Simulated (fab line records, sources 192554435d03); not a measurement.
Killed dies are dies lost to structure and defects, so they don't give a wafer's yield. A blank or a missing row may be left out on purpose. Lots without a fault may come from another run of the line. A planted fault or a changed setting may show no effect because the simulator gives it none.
A sampling plan put to the test | flow n5_finfet | one fab line, 17 faults that these records tell of, each judged on the records of the lots that it struck; 1 more is left out, because the records don't allow judging it
The plan is the line's own looks: the steps of the route at which a gauge or an inspection reads the wafer and doesn't change it. A look can be judged if struck wafers have a number there and the file gives its usual mean and standard deviation on fault-free wafers. Caught: at a look after the fault's first step, the mean of the struck wafers lies 4 or more of those standard deviations (sigma) from the usual mean. On the tool: the same test on the tool's own readings at the fault's steps. Another recipe on the struck wafers, or a record that is blank for them alone, also counts as caught.

THE FAULTS, as the simulator had put them in
1. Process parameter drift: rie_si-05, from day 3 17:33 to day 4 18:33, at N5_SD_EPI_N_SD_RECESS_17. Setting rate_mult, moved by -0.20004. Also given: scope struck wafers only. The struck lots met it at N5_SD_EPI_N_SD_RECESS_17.
2. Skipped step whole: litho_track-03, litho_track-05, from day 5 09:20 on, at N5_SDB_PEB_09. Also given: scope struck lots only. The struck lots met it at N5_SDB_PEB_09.
3. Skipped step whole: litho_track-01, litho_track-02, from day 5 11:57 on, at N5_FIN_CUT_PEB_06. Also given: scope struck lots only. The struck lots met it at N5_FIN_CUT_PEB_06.
4. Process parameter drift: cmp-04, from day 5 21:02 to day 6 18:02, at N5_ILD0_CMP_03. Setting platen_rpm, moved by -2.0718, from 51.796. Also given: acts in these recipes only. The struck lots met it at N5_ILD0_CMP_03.
5. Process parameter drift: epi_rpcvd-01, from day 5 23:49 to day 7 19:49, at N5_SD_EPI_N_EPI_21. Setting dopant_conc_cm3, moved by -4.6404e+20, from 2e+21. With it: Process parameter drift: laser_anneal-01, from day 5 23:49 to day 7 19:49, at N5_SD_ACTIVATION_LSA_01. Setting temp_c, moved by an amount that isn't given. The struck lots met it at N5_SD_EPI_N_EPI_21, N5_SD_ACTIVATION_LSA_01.
6. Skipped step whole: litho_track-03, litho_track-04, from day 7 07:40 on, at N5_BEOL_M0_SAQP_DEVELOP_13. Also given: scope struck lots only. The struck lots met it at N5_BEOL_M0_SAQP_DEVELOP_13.
7. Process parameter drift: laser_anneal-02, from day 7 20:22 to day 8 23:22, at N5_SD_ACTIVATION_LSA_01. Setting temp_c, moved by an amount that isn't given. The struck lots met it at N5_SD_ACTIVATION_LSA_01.
8. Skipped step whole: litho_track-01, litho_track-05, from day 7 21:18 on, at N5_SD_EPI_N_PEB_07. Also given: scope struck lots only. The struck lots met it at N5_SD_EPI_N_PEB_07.
9. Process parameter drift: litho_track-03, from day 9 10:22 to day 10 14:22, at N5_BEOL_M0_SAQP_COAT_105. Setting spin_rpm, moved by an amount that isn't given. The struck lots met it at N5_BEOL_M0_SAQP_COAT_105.
10. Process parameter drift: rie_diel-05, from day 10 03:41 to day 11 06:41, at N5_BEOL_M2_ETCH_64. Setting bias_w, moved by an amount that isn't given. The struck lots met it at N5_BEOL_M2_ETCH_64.
11. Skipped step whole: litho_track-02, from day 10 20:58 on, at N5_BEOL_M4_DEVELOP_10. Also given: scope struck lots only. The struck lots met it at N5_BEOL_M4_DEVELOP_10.
12. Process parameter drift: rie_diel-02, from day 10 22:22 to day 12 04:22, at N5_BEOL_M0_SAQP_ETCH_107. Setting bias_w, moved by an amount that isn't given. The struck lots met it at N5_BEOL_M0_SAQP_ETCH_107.
13. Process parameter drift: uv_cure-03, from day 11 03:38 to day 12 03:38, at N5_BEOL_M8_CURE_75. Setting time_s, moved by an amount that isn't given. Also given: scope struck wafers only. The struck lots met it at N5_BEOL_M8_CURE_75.
14. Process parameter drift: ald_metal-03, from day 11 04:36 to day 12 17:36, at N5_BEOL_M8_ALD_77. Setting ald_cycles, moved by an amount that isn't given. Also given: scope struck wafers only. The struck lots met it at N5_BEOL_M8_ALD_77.
15. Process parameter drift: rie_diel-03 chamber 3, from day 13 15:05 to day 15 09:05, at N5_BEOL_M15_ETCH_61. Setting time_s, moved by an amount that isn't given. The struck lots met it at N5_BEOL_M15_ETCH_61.
16. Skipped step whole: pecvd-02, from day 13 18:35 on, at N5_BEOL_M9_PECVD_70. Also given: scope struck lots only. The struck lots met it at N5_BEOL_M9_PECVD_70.
17. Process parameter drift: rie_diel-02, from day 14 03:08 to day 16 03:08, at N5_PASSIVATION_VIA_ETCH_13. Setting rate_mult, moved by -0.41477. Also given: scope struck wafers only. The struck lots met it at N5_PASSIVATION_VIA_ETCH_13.

WHAT THE PLAN SAW
fault | on the tool itself                               | first look that catches it                   | reading, sigma | median hours from its first step to that look | hours from the fault's start to the first struck lot there | judged looks passed uncaught
1     | only faintly: oes_product_au -3.3 sigma          | no look after it can be judged               | -              | -                                             | -                                                          | 0
2     | the tool's record is blank for the struck wafers | no look after it can be judged               | -              | -                                             | -                                                          | 0
3     | the tool's record is blank for the struck wafers | no look after it can be judged               | -              | -                                             | -                                                          | 0
4     | platen_rpm -60 sigma                             | not the one look that can be judged after it | -              | -                                             | -                                                          | 1
5     | wafer_temp_C_max +14 sigma                       | no look after it can be judged               | -              | -                                             | -                                                          | 0
6     | the tool's record is blank for the struck wafers | no look after it can be judged               | -              | -                                             | -                                                          | 0
7     | wafer_temp_C_max -37 sigma                       | not the one look that can be judged after it | -              | -                                             | -                                                          | 1
8     | the tool's record is blank for the struck wafers | no look after it can be judged               | -              | -                                             | -                                                          | 0
9     | spin_speed_rpm +99 or beyond sigma               | not the one look that can be judged after it | -              | -                                             | -                                                          | 1
10    | bias_w +49 sigma                                 | not the one look that can be judged after it | -              | -                                             | -                                                          | 1
11    | the tool's record is blank for the struck wafers | no look after it can be judged               | -              | -                                             | -                                                          | 0
12    | bias_w +68 sigma                                 | not the one look that can be judged after it | -              | -                                             | -                                                          | 1
13    | run_length_s +20 sigma                           | not the one look that can be judged after it | -              | -                                             | -                                                          | 1
14    | under 2 sigma                                    | no look after it can be judged               | -              | -                                             | -                                                          | 0
15    | run_length_s +15 sigma                           | no look after it can be judged               | -              | -                                             | -                                                          | 0
16    | the tool's record is blank for the struck wafers | no look after it can be judged               | -              | -                                             | -                                                          | 0
17    | etch_rf_on_time_s +33 sigma                      | no look after it can be judged               | -              | -                                             | -                                                          | 0
A dash: the fault isn't caught, or these records don't give the number.

Caught at a look: 0 of 17. Caught on the tool: 15 of 17. By one or the other: 15 of 17.
Caught on the tool alone: faults 2, 3, 4, 5, 6, 7, 8, 9, 10, 11, 12, 13, 15, 16, 17.
Caught by neither: faults 1, 14.
